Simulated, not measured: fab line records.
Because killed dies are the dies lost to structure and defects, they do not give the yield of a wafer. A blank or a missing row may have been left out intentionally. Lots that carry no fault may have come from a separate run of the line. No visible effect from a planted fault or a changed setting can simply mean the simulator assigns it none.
Which tool was responsible? | flow n5-finfet | 11 lots, 33 wafers sampled, at 3 steps of a route of 1938

## WHAT EACH GAUGE READ, for each wafer
N5_MIM_TOP_LITHO_OVL_MEAS_11.
lot  | measured     | on         | MIM_TOP_OVL (nm)
L354 | day 15 09:56 | overlay-02 | 2 -15 1
L356 | day 15 05:45 | overlay-02 | -5 -5 -2
L357 | day 14 18:18 | overlay-02 | -9 -5 -7
L358 | day 14 22:26 | overlay-02 | -14 -9 -17
L359 | day 15 07:43 | overlay-01 | 4 3 0
L360 | day 15 14:04 | overlay-01 | -5 -10 -16
L364 | day 17 01:32 | overlay-02 | -6 -9 2
L365 | day 16 12:07 | overlay-01 | -3 -2 -6
L366 | day 16 19:41 | overlay-02 | 5 -15 -1
L369 | day 18 04:35 | overlay-01 | 0 7 10
L374 | day 19 18:29 | overlay-02 | -9 -5 -9

## TOOL THAT RAN EACH LOT (tool first, then ch and the chambers of the sampled wafers, then the start)
lot  | N5_PMOS_HMC_CHANNEL_EPI_STRIP_33  | N5_BEOL_M15_SPUTTER_45
L354 | rie-diel-01 ch 0,1, day 1 23:32   | pvd-sputter-02, day 15 04:58
L356 | rie-diel-04 ch 1,2, day 2 11:17   | pvd-sputter-03, day 15 00:41
L357 | rie-diel-01 ch 1,3, day 2 18:29   | pvd-sputter-02, day 14 12:07
L358 | rie-diel-05 ch 0,1,2, day 2 23:32 | pvd-sputter-01, day 14 16:38
L359 | rie-diel-05 ch 0,2,3, day 3 05:30 | pvd-sputter-03, day 15 02:26
L360 | rie-diel-04 ch 0,1, day 3 12:02   | pvd-sputter-01, day 15 07:59
L364 | rie-diel-04 ch 0,1, day 4 12:14   | pvd-sputter-03, day 16 20:25
L365 | rie-diel-04 ch 0,1,2, day 4 17:40 | pvd-sputter-01, day 16 07:05
L366 | rie-diel-04 ch 0,1,2, day 4 23:39 | pvd-sputter-01, day 16 14:49
L369 | rie-diel-04 ch 0,1,3, day 5 17:17 | pvd-sputter-03, day 18 00:13
L374 | rie-diel-05 ch 1,2,3, day 6 23:58 | pvd-sputter-03, day 19 12:23
- N5_PMOS_HMC_CHANNEL_EPI_STRIP_33: strips in N2/H2.
- N5_BEOL_M15_SPUTTER_45: material Cu, target thk 100 nm, time 16.67 s.

## THE ANSWER, worked out from the rows above alone
Rule: the lots themselves supply what counts as usual. Put in order of their means at a reading, lots are off if they are a third of the lots or fewer, leave a main group of 4 or more, and stand apart from it by a gap of 3 or more times the standard deviation of the main group's means; of several such gaps the widest counts. Not used: any main group whose means are identical at the precision the tables above print for the reading. A lot without any number at a reading at which 4 lots or more have one is off too. The other lots that the step has rows for count as sound.
None of the lots is off at any reading shown; this tells nothing.

## WHAT THE SIMULATOR PUT IN
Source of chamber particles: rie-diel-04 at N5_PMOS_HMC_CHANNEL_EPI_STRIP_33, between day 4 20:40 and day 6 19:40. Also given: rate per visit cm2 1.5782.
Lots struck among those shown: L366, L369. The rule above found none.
